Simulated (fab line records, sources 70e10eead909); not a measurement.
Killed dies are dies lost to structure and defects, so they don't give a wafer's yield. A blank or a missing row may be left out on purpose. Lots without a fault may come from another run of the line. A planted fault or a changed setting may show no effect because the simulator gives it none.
A struck lot beside a sound one | flow nand_harc | 13 steps out of a route of 1302
Sound: wafers L464.3, L464.4, L464.5. Struck: wafer L457.2. (L457.3, L457.6 of the same lot were not struck and are left out.) The cause comes at the end.
At each step with rows: each side's tool, then ch and its chambers, then its first start. Under that, the readings that differ: sound wafers | struck wafers | difference of the means | sigmas: that difference in standard deviations of wafers without a fault.
alike: readings whose means differ by less than 2 such deviations, and words and numbers that are the same on both sides. not compared: withheld readings, readings that some wafer has no value for, bounds like >300 that may hide the same value, and numbers for which the record gives no deviation and whose values overlap.
The two part at a step that has a row with sigmas, a row that says differs or no value, or rows on one side only. Numbers that don't overlap but have no deviation are shown without sigmas and don't part them. A reading that every wafer of one side lacks parts them only if that side has two wafers or more.

NHARC_A_CHANNEL_FILL_D2_STRIP_28: strips in O2, time 20 s.
  sound on rie_diel-01 ch 1,2, day 19 21:02; struck on rie_diel-06 ch 1, day 16 15:35
  reading                     | sound       | struck | difference | sigmas
  drypump_motor_current_A (A) | 5.9 6.4 6.3 | 5.3    | -0.9       | -2
  alike: oes_product_au, rf_vpp_V, showerhead_plenum_p_Torr, throttle_valve_pct
  not compared: rf_hours_counter_h
then, 4 steps without rows for these wafers: NHARC_A_CHANNEL_FILL_D2_PRECLEAN_21 (cleans in dHF, time 30 s); NHARC_A_CHANNEL_FILL_D2_SRD_23; NHARC_A_CHANNEL_FILL_D2_CVD_05 (deposits poly-Si, target thk 5 nm); NHARC_A_CHANNEL_FILL_D2_ANNEAL_22 (time 7200 s).
NHARC_A_CHANNEL_FILL_D2_ALD_25: deposits SiOx, target thk 60 nm, pulse time 10 s, ald cycles 600.
  sound on ald_hk-03 ch 2,3, day 20 08:38; struck on ald_hk-03 ch 3, day 17 09:40
  alike: heater_power_w, precursor_pulse_height_rel
NHARC_A_CHANNEL_FILL_D2_ETCHBACK_08: etches the open film in C4F8, target depth 220 nm, time 110 s.
  sound on rie_diel-01 ch 1,3; struck on rie_diel-01 ch 1
  alike: oes_product_au, rf_vpp_V
  not compared: rf_hours_counter_h
NHARC_A_CHANNEL_FILL_D2_STRIP_29: strips in O2, time 20 s.
  sound on rie_diel-01 ch 1,2,3; struck on rie_diel-01 ch 1
  alike: drypump_motor_current_A, oes_product_au, rf_vpp_V, showerhead_plenum_p_Torr, throttle_valve_pct
  not compared: rf_hours_counter_h
then, 3 steps without rows for these wafers: NHARC_A_CHANNEL_FILL_D2_PRECLEAN_30 (cleans in dHF, time 30 s); NHARC_A_CHANNEL_FILL_D2_SRD_31; NHARC_A_CHANNEL_FILL_D2_CVD_09 (deposits poly-Si, target thk 150 nm, time 3000 s).
NHARC_A_CHANNEL_FILL_D2_CMP_10: polishes, target thk 150 nm.
  sound on cmp-04 ch 0,3, day 20 19:54; struck on cmp-03 ch 0, day 17 20:16
  reading                | sound          | struck | difference | sigmas
  time_to_endpoint_s (s) | 17.5 15.0 15.5 | 26.5   | +10.5      | +4
  alike: motor_current_A
NHARC_END_SORT_01:
  the record has rows for the sound wafers here (prober-01 ch 0, day 30 02:14) and none for the struck ones

WHERE THEY PART
First at NHARC_A_CHANNEL_FILL_D2_STRIP_28; last, within this record, at NHARC_END_SORT_01.

WHY: what the simulator had put in
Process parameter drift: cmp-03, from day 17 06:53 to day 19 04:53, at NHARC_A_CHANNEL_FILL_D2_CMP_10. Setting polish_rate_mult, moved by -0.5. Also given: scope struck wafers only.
